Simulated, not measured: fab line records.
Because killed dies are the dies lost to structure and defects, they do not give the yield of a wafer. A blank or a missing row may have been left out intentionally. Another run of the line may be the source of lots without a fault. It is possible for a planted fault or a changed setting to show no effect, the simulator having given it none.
The tool behind it: which one?	flow n5 finfet	30 wafers from 10 lots sampled at 5 of the route's 1938 steps

== WHAT THE GAUGES SHOWED, per wafer ==
N5_HKMG_FIN_THK_MEAS_70: measures by xrf. Usual: HK_THK typically reads 1.604 nm, with standard deviation 0.019.
lot	measured	on	HK_THK (nm)	flag
L508	day 4 06:07	film metro-01	1.601 1.638 1.613	
L511	day 4 23:00	film metro-01	1.595 1.591 1.603	
L517	day 6 08:58	film metro-02	1.627 1.610 1.655	
L518	day 6 17:06	film metro-02	1.594 1.601 1.640	
L522	day 7 15:04	film metro-01	1.608 1.611 1.596	
L523	day 7 20:35	film metro-01	1.629 1.613 1.595	
L525	day 8 07:34	film metro-02	1.640 1.555 1.610	
L526	day 8 14:58	film metro-02	1.572 1.596 1.592	
L529	day 9 09:05	film metro-02	1.594 1.617 1.630	
L531	day 9 21:55	film metro-02	1.594 1.609 1.613	

N5_BEOL_M4_RC_MEAS_101. Usual: DIBL_N 36.0 mV/V, standard deviation 1.8; DIBL_P 36.3 mV/V, standard deviation 2.4; IOFF_N 0.16 nA/um, standard deviation 0.035; IOFF_P 0.21 nA/um, standard deviation 0.036; ION_N 673 uA/um, standard deviation 13; ION_P 461 uA/um, standard deviation 7.2; SS_N 71.4 mV/dec, standard deviation 0.6; SS_P 73.2 mV/dec, standard deviation 0.7; VT_N 250 mV, standard deviation 4; VT_P -250.9 mV, standard deviation 2.9.
lot	measured	on	DIBL_N (mV/V)	DIBL_P (mV/V)	IOFF_N (nA/um)	IOFF_P (nA/um)	ION_N (uA/um)	ION_P (uA/um)	SS_N (mV/dec)	SS_P (mV/dec)	VT_N (mV)	VT_P (mV)	flag
L508	day 7 15:56	prober-01	40.9 39.8 36.5	41.0 39.5 35.0	0.27 0.23 0.16	0.32 0.29 0.23	695 695 669	472 474 465	72.0 72.1 71.2	74.4 74.1 72.4	240 245 252	-242.9 -243.5 -247.3	
L511	day 9 03:07	prober-02	34.3 34.0 32.7	33.5 32.9 30.7	0.16 0.14 0.12	0.21 0.19 0.16	678 670 653	463 459 461	70.8 71.3 71.3	73.2 72.7 72.2	246 250 252	-247.1 -249.6 -251.3	
L517	day 11 02:52	prober-01	36.3 36.3 39.2	36.1 36.3 39.5	0.18 0.17 0.24	0.20 0.20 0.26	687 691 691	464 463 459	71.6 71.9 72.2	73.7 73.7 74.0	245 248 244	-253.4 -253.1 -249.3	
L518	day 11 04:19	prober-02	36.3 34.5 36.6	37.7 34.6 37.1	0.18 0.16 0.20	0.22 0.18 0.21	682 675 687	457 455 463	71.2 70.8 71.7	74.1 72.5 73.6	248 246 242	-251.5 -253.1 -253.9	
L522	day 11 10:08	prober-02	35.4 36.7 34.1	34.5 35.9 33.8	0.16 0.19 0.14	0.22 0.23 0.20	674 676 674	466 461 462	71.8 71.8 71.0	73.3 73.2 72.8	249 248 249	-246.7 -249.6 -249.5	
L523	day 12 00:50	prober-02	37.1 34.1 35.4	38.8 35.2 36.9	0.18 0.12 0.13	0.21 0.16 0.17	677 658 653	459 452 448	71.9 70.2 71.9	73.7 72.8 72.6	249 256 256	-252.9 -257.1 -255.8	
L525	day 12 16:12	prober-02	35.5 34.0 36.1	37.7 35.7 37.6	0.18 0.14 0.17	0.22 0.19 0.23	683 682 680	467 469 457	70.6 71.1 71.8	73.8 72.9 73.7	247 251 247	-248.6 -251.5 -248.3	
L526	day 12 22:46	prober-01	37.1 35.1 37.7	38.5 35.2 38.7	0.16 0.12 0.17	0.23 0.20 0.24	678 664 680	465 463 470	71.7 71.3 71.9	73.3 72.1 73.4	251 257 250	-248.7 -251.2 -249.4	
L529	day 14 04:22	prober-01	36.3 36.6 35.2	34.9 36.3 33.6	0.15 0.15 0.13	0.20 0.22 0.17	679 671 661	465 459 450	71.5 70.9 71.0	73.1 73.6 71.9	246 249 250	-251.2 -251.9 -253.3	
L531	day 14 06:26	prober-01	37.2 37.9 39.3	37.1 36.6 38.0	0.16 0.16 0.20	0.21 0.21 0.25	673 681 687	457 461 464	71.4 72.1 72.2	73.4 74.0 73.7	250 250 247	-252.4 -252.9 -246.7	

== WHAT TOOL EACH LOT RAN ON (gives the tool, then ch and the chambers of the sampled wafers, and finally the start) ==
lot	N5_HKMG_FIN_ALD_91	N5_HKMG_FIN_ETCH_86	N5_HKMG_FIN_STRIP_88
L508	ald metal-01 ch 0,1,3, day 4 08:22	rie diel-01 ch 1,2, day 4 08:44	plasma asher-02 ch 0,1, day 4 08:59
L511	ald metal-01 ch 0,2,3, day 5 00:56	rie diel-01 ch 0,1,2, day 5 01:17	plasma asher-01 ch 0, day 5 01:32
L517	ald metal-02 ch 0,1,3, day 6 11:14	rie diel-06 ch 1,2, day 6 11:28	plasma asher-02 ch 0,1, day 6 11:50
L518	ald metal-02 ch 2,3, day 6 18:55	rie diel-06 ch 0,2,3, day 6 19:16	plasma asher-01 ch 0,1, day 6 19:37
L522	ald metal-01 ch 1,2,3, day 7 17:11	rie diel-01 ch 1,2, day 7 17:32	plasma asher-01 ch 0,1, day 7 17:47
L523	ald metal-01 ch 0,2,3, day 7 22:37	rie diel-01 ch 2,3, day 7 22:50	plasma asher-01 ch 0,1, day 7 23:12
L525	ald metal-04 ch 1,2, day 8 09:52	rie diel-01 ch 0,1, day 8 10:21	plasma asher-02 ch 0,1, day 8 10:43
L526	ald metal-04 ch 1,2,3, day 8 16:47	rie diel-05 ch 0,1, day 8 17:07	plasma asher-01 ch 0, day 8 17:22
L529	ald metal-01 ch 0,1,3, day 9 11:03	rie diel-01 ch 0,1,2, day 9 11:30	plasma asher-02 ch 0,1, day 9 11:44
L531	ald metal-01 ch 1,2,3, day 10 00:09	rie diel-05 ch 0,3, day 10 00:29	plasma asher-02 ch 0,1, day 10 00:48
- N5_HKMG_FIN_ALD_91: deposits TiN, target thk 1 nm, pulse time 1 s, purge time 3 s.
- N5_HKMG_FIN_ETCH_86: etches SOC in N2/H2, stops on TiN, target depth 393.2 nm.
- N5_HKMG_FIN_STRIP_88: strips in N2/H2, time 360 s.

== WHAT THE TOOLS THEMSELVES READ (means of the sampled wafers that have a number; where no wafer has one, the mark that the record gives instead) ==
N5_HKMG_FIN_ALD_91. Usual: heater power w 842 W, standard deviation 73; precursor pulse height rel 1.002, standard deviation 0.019.
lot	tool	heater power w (W)	precursor pulse height rel	flag
L508	ald metal-01	828	0.999	
L511	ald metal-01	838	0.983	
L517	ald metal-02	813	0.996	
L518	ald metal-02	902	1.013	
L522	ald metal-01	800	0.985	
L523	ald metal-01	834	1.019	
L525	ald metal-04	783	1.002	
L526	ald metal-04	857	1.007	
L529	ald metal-01	821	1.006	
L531	ald metal-01	803	1.010	

N5_HKMG_FIN_ETCH_86. Usual: drypump motor current A 5.6 A, standard deviation 0.57; oes product au 0.76 a.u., standard deviation 0.069; rf vpp V 240.3 V, standard deviation 1.2; showerhead plenum p Torr 2.51 Torr, standard deviation 0.059; throttle valve pct 17.83 %, standard deviation 0.3.
lot	tool	drypump motor current A (A)	oes product au (a.u.)	rf vpp V (V)	showerhead plenum p Torr (Torr)	throttle valve pct (%)	flag
L508	rie diel-01	6.0	0.84	240.8	2.57	17.37	
L511	rie diel-01	5.5	0.82	240.8	2.53	17.58	
L517	rie diel-06	5.4	0.74	239.5	2.44	17.97	
L518	rie diel-06	5.9	0.71	239.5	2.46	17.95	
L522	rie diel-01	5.6	0.77	241.7	2.55	17.60	
L523	rie diel-01	5.6	0.73	240.7	2.54	17.79	
L525	rie diel-01	5.0	0.78	240.2	2.49	17.86	
L526	rie diel-05	6.0	0.82	240.1	2.49	17.64	
L529	rie diel-01	5.5	0.78	239.4	2.52	17.66	
L531	rie diel-05	6.1	0.75	241.2	2.57	17.95	

N5_HKMG_FIN_STRIP_88. Usual: drypump motor current A 5.59 A, standard deviation 0.24; heater power w 464 W, standard deviation 24.
lot	tool	drypump motor current A (A)	heater power w (W)	flag
L508	plasma asher-02	5.66	458	
L511	plasma asher-01	5.35	493	
L517	plasma asher-02	5.63	458	
L518	plasma asher-01	5.53	476	
L522	plasma asher-01	5.72	449	
L523	plasma asher-01	5.54	478	
L525	plasma asher-02	5.48	471	
L526	plasma asher-01	5.35	491	
L529	plasma asher-02	5.50	473	
L531	plasma asher-02	5.63	458	

== THE ANSWER, worked out from the rows above alone ==
Rule: a lot is off if the mean of its wafers that have a number lies more than 3 standard deviations from the usual mean. Also off: a lot with no number at a reading for which 4 or more lots have one. Any other lot the step has rows for is counted as sound. Order of review: gauges by route order, followed by the tools' own readings, for which a lot's mean as printed above is used. The first step at which some lot is off is used, and at that step the reading that is off furthest; a lot without a number counts as furthest.
None of the lots is off at any reading shown; this tells nothing.

== WHAT HAD BEEN PUT IN BY THE SIMULATOR ==
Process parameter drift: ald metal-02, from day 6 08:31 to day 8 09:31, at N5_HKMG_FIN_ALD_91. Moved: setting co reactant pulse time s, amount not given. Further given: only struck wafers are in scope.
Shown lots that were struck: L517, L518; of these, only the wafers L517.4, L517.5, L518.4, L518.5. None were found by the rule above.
